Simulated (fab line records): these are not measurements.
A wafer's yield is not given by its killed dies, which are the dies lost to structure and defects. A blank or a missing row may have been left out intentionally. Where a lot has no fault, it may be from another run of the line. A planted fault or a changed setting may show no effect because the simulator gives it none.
Matching of chambers || flow nand harc || 3 sister chambers for NHARC_P_M0_PRE_CLEAN_31 on pecvd-02
The step time 12 s. 6 wafers are shown with their chamber, then 9 later ones without.

WAFERS, EACH WITH ITS CHAMBER
{"wafer": "L195.1", "chamber": 1, "heater power w (W)": 614}
{"wafer": "L199.1", "chamber": 0, "heater power w (W)": 538}
{"wafer": "L199.5", "chamber": 2, "heater power w (W)": 595}
{"wafer": "L204.2", "chamber": 1, "heater power w (W)": 579}
{"wafer": "L204.3", "chamber": 2, "heater power w (W)": 619}
{"wafer": "L204.4", "chamber": 0, "heater power w (W)": 563}

WAFERS MISSING THEIR CHAMBER
{"wafer": "L206.1", "heater power w (W)": 637}
{"wafer": "L206.3", "heater power w (W)": 608}
{"wafer": "L206.4", "heater power w (W)": 602}
{"wafer": "L207.1", "heater power w (W)": 515}
{"wafer": "L207.3", "heater power w (W)": 586}
{"wafer": "L207.6", "heater power w (W)": 567}
{"wafer": "L209.1", "heater power w (W)": 587}
{"wafer": "L209.2", "heater power w (W)": 661}
{"wafer": "L209.5", "heater power w (W)": 596}

WHICH CHAMBER EACH ONE RAN IN
{"wafer": "L206.1", "from the rows above": "can't be placed: 2 or 1", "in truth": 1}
{"wafer": "L206.3", "from the rows above": "can't be placed: 2 or 1", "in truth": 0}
{"wafer": "L206.4", "from the rows above": "can't be placed: 2 or 1", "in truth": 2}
{"wafer": "L207.1", "from the rows above": 0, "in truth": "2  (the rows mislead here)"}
{"wafer": "L207.3", "from the rows above": "can't be placed: 1 or 2 or 0", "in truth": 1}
{"wafer": "L207.6", "from the rows above": "can't be placed: 0 or 1 or 2", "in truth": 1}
{"wafer": "L209.1", "from the rows above": "can't be placed: 1 or 2 or 0", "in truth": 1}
{"wafer": "L209.2", "from the rows above": "can't be placed: 2 or 1", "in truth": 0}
{"wafer": "L209.5", "from the rows above": "can't be placed: 1 or 2", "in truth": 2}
Placed correctly: 0 of 9. Not placeable from these rows: 8 (in 6, the candidates include the true chamber). 1 placed wrongly.
How it was worked out, from the rows above alone: a wafer's distance from a chamber is the root of the sum, over the readings, of the square of ((its reading less the chamber's mean) divided by the reading's scatter). If the next closest chamber is less than 2 further off than the closest, the wafer can't be placed; otherwise it belongs to the closest. Each chamber's mean is taken over the wafers shown for it. The scatter: the root of (the sum of the squares of (reading less its chamber's mean) over the shown wafers, divided by (wafers less chambers)).
